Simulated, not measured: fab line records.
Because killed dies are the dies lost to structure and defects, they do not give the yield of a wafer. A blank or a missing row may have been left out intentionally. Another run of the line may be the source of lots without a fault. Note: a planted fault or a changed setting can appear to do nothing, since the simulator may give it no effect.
The tool behind it: which one? -- flow nand_harc -- 11 lots with 33 wafers sampled at 5 steps, on a route of 1302 steps

WHAT THE GAUGES READ, wafer by wafer
NHARC_A_SGD_CUT_INSPECT_25.
lot,measured,on,raw_defect_count
L624,day 19 21:59,defect_inspect-01,397 387 412
L626,day 20 12:02,defect_inspect-01,337 333 344
L627,day 21 00:14,defect_inspect-02,477 370 404
L629,day 21 23:04,defect_inspect-01,295 278 255
L630,day 21 23:32,defect_inspect-02,438 321 263
L632,day 23 00:56,defect_inspect-01,322 425 426
L635,day 23 17:34,defect_inspect-01,277 289 268
L636,day 24 06:52,defect_inspect-02,348 348 280
L641,day 26 07:15,defect_inspect-01,554 529 426
L640,day 26 07:15,defect_inspect-02,824 772 870
L643,day 27 07:44,defect_inspect-02,754 729 766

WHAT TOOL EACH LOT RAN ON (gives the tool, then ch and the chambers of the sampled wafers, and finally the start)
lot,NHARC_A_SGD_CUT_ETCH_59,NHARC_A_SGD_CUT_ETCH_15,NHARC_A_SGD_CUT_CMP_21,NHARC_A_SGD_CUT_ETCHBACK_24
L624,"rie_diel-04 ch 0,2, day 19 21:17 or earlier","rie_diel-04 ch 1,3, day 19 21:17 or earlier","cmp-04 ch 0,1,2, day 19 21:17","rie_diel-04 ch 0,2, day 19 21:46"
L626,"rie_diel-12 ch 0,1,3, day 20 11:19 or earlier","rie_diel-12 ch 1,2,3, day 20 11:19 or earlier","cmp-04 ch 0,3, day 20 11:19","rie_diel-12 ch 1,2, day 20 11:47"
L627,"rie_diel-12 ch 0,1,3, day 20 23:28 or earlier","rie_diel-12 ch 0,1,2, day 20 23:28 or earlier","cmp-04 ch 0,2,3, day 20 23:28","rie_diel-04 ch 0,3, day 20 23:57"
L629,"rie_diel-12 ch 0,1,3, day 21 22:21 or earlier","rie_diel-12 ch 1,2,3, day 21 22:21 or earlier","cmp-02 ch 0,1,3, day 21 22:21","rie_diel-11 ch 0,2,3, day 21 22:50"
L630,"rie_diel-11 ch 1,2,3, day 21 22:21 or earlier","rie_diel-11 ch 0,1,2, day 21 22:21 or earlier","cmp-04 ch 0,1,3, day 21 22:21","rie_diel-12 ch 0,2,3, day 21 22:50"
L632,"rie_diel-11 ch 1,2, day 23 00:13 or earlier","rie_diel-11 ch 0,1,3, day 23 00:13 or earlier","cmp-02 ch 0,1,2, day 23 00:13","rie_diel-12 ch 0,1, day 23 00:41"
L635,"rie_diel-12 ch 0,1,3, day 23 16:55 or earlier","rie_diel-12 ch 1,2,3, day 23 16:55 or earlier","cmp-03 ch 1,2,3, day 23 16:55","rie_diel-04 ch 0,2,3, day 23 17:22"
L636,"rie_diel-12 ch 0,1, day 24 06:09 or earlier","rie_diel-12 ch 0,1, day 24 06:09 or earlier","cmp-03 ch 2,3, day 24 06:09","rie_diel-04 ch 0,1,2, day 24 06:38"
L641,"rie_diel-12 ch 0,1,3, day 26 06:35 or earlier","rie_diel-12 ch 0,1,2, day 26 06:35 or earlier","cmp-04 ch 0,1,2, day 26 06:35","rie_diel-11 ch 0,2,3, day 26 07:02"
L640,"rie_diel-12 ch 0,1,3, day 26 06:33 or earlier","rie_diel-12 ch 0,2,3, day 26 06:33 or earlier","cmp-03 ch 1,2,3, day 26 06:33","rie_diel-04 ch 0,1,2, day 26 07:01"
L643,"rie_diel-04 ch 1,2, day 27 07:02 or earlier","rie_diel-04 ch 0,2,3, day 27 07:02 or earlier","cmp-03 ch 0,2,3, day 27 07:02","rie_diel-11 ch 2,3, day 27 07:30"
- NHARC_A_SGD_CUT_ETCH_59: etches the open film in N2/H2, target depth 260 nm, time 406.25 s.
- NHARC_A_SGD_CUT_ETCH_15: etches the open film in CH3F/O2, target depth 75 nm, time 64.3 s.
- NHARC_A_SGD_CUT_CMP_21: polishes, target thk 148.19 nm.
- NHARC_A_SGD_CUT_ETCHBACK_24: etches the open film in CH3F/O2, target depth 50 nm, time 92.857 s.

THE ANSWER, worked out from the rows above alone
Rule: the lots themselves supply what counts as usual. Put in order of their means at a reading, lots are off if they are a third of the lots or fewer, leave a main group of 4 or more, and stand apart from it by a gap of 3 or more times the standard deviation of the main group's means; of several such gaps the widest counts. A main group is skipped when, at the precision printed for the reading in the tables above, its means are all equal. A lot without any number at a reading at which 4 lots or more have one is off too. All remaining lots with rows at the step are treated as sound.
Off, at NHARC_A_SGD_CUT_INSPECT_25 on raw_defect_count: L640, L643. For the main group the mean is 363 and the standard deviation 68.
A tool fits if, at a process step before that reading, it ran every lot that is off, and no sound lot after the first of them. Gauges at NHARC_A_SGD_CUT_INSPECT_25: tried the same way as those tools. NHARC_A_SGD_CUT_ETCH_59: start missing for some lots; hours and lot order therefore follow NHARC_A_SGD_CUT_CMP_21. NHARC_A_SGD_CUT_ETCH_15: start missing for some lots; hours and lot order therefore follow NHARC_A_SGD_CUT_CMP_21. 2 tools fit, cmp-03 at NHARC_A_SGD_CUT_CMP_21 and defect_inspect-02 at NHARC_A_SGD_CUT_INSPECT_25, so this cannot tell which one it is.

WHAT THE SIMULATOR PUT IN
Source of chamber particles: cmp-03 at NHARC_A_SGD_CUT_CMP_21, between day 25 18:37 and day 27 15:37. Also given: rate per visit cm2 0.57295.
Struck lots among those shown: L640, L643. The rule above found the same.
